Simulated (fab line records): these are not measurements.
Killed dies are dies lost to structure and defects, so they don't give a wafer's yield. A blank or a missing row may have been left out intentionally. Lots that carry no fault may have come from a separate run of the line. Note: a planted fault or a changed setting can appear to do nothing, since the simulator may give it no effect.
Chamber matching + flow n5_finfet + N5_HKMG_FIN_STRIP_34 on rie_diel-03: 4 sister chambers
The step strips in CF4. 7 wafers are shown with their chamber, then 9 later ones without.

## EACH WAFER AND ITS CHAMBER
| wafer  | chamber | drypump_motor_current_A (A) | throttle_valve_pct (%) |
|--------|---------|-----------------------------|------------------------|
| L079.4 | 0       | 6.1                         | 13.80                  |
| L080.2 | 0       | 6.1                         | 13.81                  |
| L080.6 | 3       | 6.3                         | 13.21                  |
| L082.5 | 1       | 5.5                         | 13.72                  |
| L084.1 | 1       | 5.5                         | 13.74                  |
| L084.3 | 2       | 5.4                         | 13.44                  |
| L084.6 | 2       | 5.3                         | 13.44                  |

## WAFERS WITH NO CHAMBER GIVEN
| wafer  | drypump_motor_current_A (A) | throttle_valve_pct (%) |
|--------|-----------------------------|------------------------|
| L085.1 | 5.5                         | 13.74                  |
| L085.2 | 5.3                         | 13.45                  |
| L085.6 | 5.4                         | 13.44                  |
| L087.1 | 6.3                         | 13.24                  |
| L087.3 | 5.4                         | 13.45                  |
| L087.5 | 5.5                         | 13.73                  |
| L094.2 | 5.4                         | 13.47                  |
| L094.5 | 5.4                         | 13.48                  |
| L094.6 | 5.4                         | 13.78                  |

## WHICH CHAMBER EACH WENT THROUGH
| wafer  | from the rows above | in truth |
|--------|---------------------|----------|
| L085.1 | 1                   | 1        |
| L085.2 | 2                   | 2        |
| L085.6 | 2                   | 2        |
| L087.1 | 3                   | 3        |
| L087.3 | 2                   | 2        |
| L087.5 | 1                   | 1        |
| L094.2 | 2                   | 2        |
| L094.5 | 2                   | 2        |
| L094.6 | 1                   | 1        |
Correct placement for 9 of the 9. From these rows, 0 cannot be placed. Wrongly placed: 0.
How it was worked out, from the rows above alone: a wafer's distance from a chamber is the root of the sum, over the readings, of the square of ((its reading less the chamber's mean) divided by the reading's scatter). If the next closest chamber is less than 2 further off than the closest, the wafer can't be placed; otherwise it belongs to the closest. A chamber's mean is the mean of its shown wafers. How the scatter is found: for the shown wafers, subtract from each reading the mean of its chamber, square and add these, divide the total by (wafers less chambers), then take the root.
